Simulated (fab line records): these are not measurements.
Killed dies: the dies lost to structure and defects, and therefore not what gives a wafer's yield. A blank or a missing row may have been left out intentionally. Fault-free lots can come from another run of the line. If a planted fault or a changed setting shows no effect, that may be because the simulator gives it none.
Split-lot trial ; flow n5Finfet ; 21 wafers read across 7 lots, on a route 1938 steps long

THE SPLIT ITSELF
At N5_BEOL_M0_SAQP_SPACER1_ALD_98 (deposits SiO2, target thk 12.8 nm, pulse time 1 s, purge time 2 s), the setting tempC was moved away from the recipe's 300 C on 6 of the 21 wafers read, by -4.3% to +2.2%. For the rest of the wafers, this setting stayed at what the recipe calls for.

SPLIT TO READING: what lies between them in the file, 1 step
- N5_BEOL_M0_SAQP_SPACER1_ETCHBACK_99: etches SiO2 in CHF3/O2, target depth 15.4 nm, time 7.7 s

THE READING
SiO2_of_BEOL_M0_SAQP_SPACER1_ALD_98.thkNm (the simulator's own value, which no gauge read), in nm, at N5_BEOL_M0_SAQP_MANDREL1_REMOVE_100 (chemistry HBr/Cl2/O2, target a-Si, stops on SiNx, bt time 10 s). There is no usual value for it anywhere in the file. Average 7.5 nm, standard deviation 0.098 nm, over the 15 wafers here run with the recipe.

wafer;tool, chamber at the split;tempC as run, C;against the recipe;SiO2_of_BEOL_M0_SAQP_SPACER1_ALD_98.thkNm, nm;against lot-mates on the recipe
L074.2;aldSin-01, 1,0;300;recipe;7.4;-
L074.3;aldSin-01, 1,0;300;recipe;7.6;-
L074.6;aldSin-01, 1;290;-3.3%;7.8;+0.3
L078.4;aldSin-01, 2,2,3;300;recipe;7.4;-
L078.5;aldSin-01, 2,2,3;300;recipe;7.4;-
L078.6;aldSin-01, 2,2,3;300;recipe;7.4;-
L080.1;aldSin-03, 3;300;recipe;7.6;-
L080.5;aldSin-03, 3;300;recipe;7.6;-
L080.6;aldSin-03, 2;305.7;+1.9%;7.4;-0.2
L081.3;aldSin-04, 1;300;recipe;7.4;-
L081.4;aldSin-04, 2,0;306.5;+2.2%;7.2;-0.2
L081.5;aldSin-04, 2,0;306.5;+2.2%;7.2;-0.2
L089.2;aldSin-04, 2,3,1;300;recipe;7.4;-
L089.4;aldSin-04, 2,3,1;300;recipe;7.6;-
L089.5;aldSin-04, 2,3,1;300;recipe;7.4;-
L092.1;aldSin-01, 2,0;300;recipe;7.4;-
L092.3;aldSin-01, 2,0;300;recipe;7.6;-
L092.5;aldSin-01, 2;287;-4.3%;8.2;+0.7
L095.1;aldSin-04, 1,0;300;recipe;7.4;-
L095.2;aldSin-04, 2;288.4;-3.9%;8;+0.5
L095.3;aldSin-04, 1,0;300;recipe;7.6;-
The file does not say which wafer passed through which chamber wherever a row lists several chambers: such a row stands for several wafers.

THE FIT
A straight line over all 21 wafers: SiO2_of_BEOL_M0_SAQP_SPACER1_ALD_98.thkNm changes by -0.13 nm for each +1% of tempC; r = -0.91; the points scatter about the line by 0.1 nm.
The same after taking each lot's own level away (the mean of its wafers on the recipe; 21 wafers): -0.124 nm for each +1%; r = -0.93; scatter 0.084 nm.
On that fit, the largest move of tempC shifts the reading by 0.54 nm.
The span of the lots' own levels, 7.40 to 7.60 nm, comes to 2.0 times the standard deviation stated above.
The two slopes agree, so the slope changes little with the lot-to-lot level.
Check: for one of the wafers moved furthest among these (-4.3%), held out of the fit, the line's prediction against its lot-mates is +0.468 nm. It came out at +0.7 nm against them.

OTHER SPLITS ON THESE WAFERS
Other splits were also applied to these wafers ahead of the reading. Each is held against what the fit with the lots' levels taken away leaves over:
other split on the same wafers;wafers away from the commonest value;r with SiO2_of_BEOL_M0_SAQP_SPACER1_ALD_98.thkNm (lot level and that fit taken away)
N5_GATE_CUT_ETCH_36 cf4FlowSccm;5;-0.49
N5_MOL_CONTACT_COAG_ETCH_91 sourceW;6;-0.32
N5_MOL_CONTACT_COAG_VIA_ETCH_46 biasW;7;+0.22
N5_BEOL_M0_SAQP_PECVD_97 timeS;8;-0.43
N5_BEOL_M0_SAQP_COAT_81 spinRpm;7;+0.20

THE WHOLE CHAIN: every reading that the file lists as answering this split, in the file's order
step;what it does;reading;change (the file's fit);r (the file's)
N5_BEOL_M0_SAQP_SPACER1_ALD_98;deposits SiO2, target thk 12.8 nm, pulse time 1 s, purge time 2 s;SiO2_of_BEOL_M0_SAQP_SPACER1_ALD_98.thkNm (the simulator's own value, which no gauge read);-0.146 nm for each +1% of the setting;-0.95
N5_BEOL_M0_SAQP_MANDREL1_REMOVE_100;chemistry HBr/Cl2/O2, target a-Si, stops on SiNx, bt time 10 s;BEOL_M0_SAQP.cdNm (the simulator's own value, which no gauge read);-0.114 nm for each +1% of the setting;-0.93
N5_BEOL_M0_SAQP_MANDREL1_REMOVE_100;chemistry HBr/Cl2/O2, target a-Si, stops on SiNx, bt time 10 s;SiO2_of_BEOL_M0_SAQP_SPACER1_ALD_98.thkNm (the simulator's own value, which no gauge read);-0.128 nm for each +1% of the setting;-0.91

THE FILE'S OWN FIT
SiO2_of_BEOL_M0_SAQP_SPACER1_ALD_98.thkNm changes by -0.128 nm for each +1% of tempC, r = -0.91.
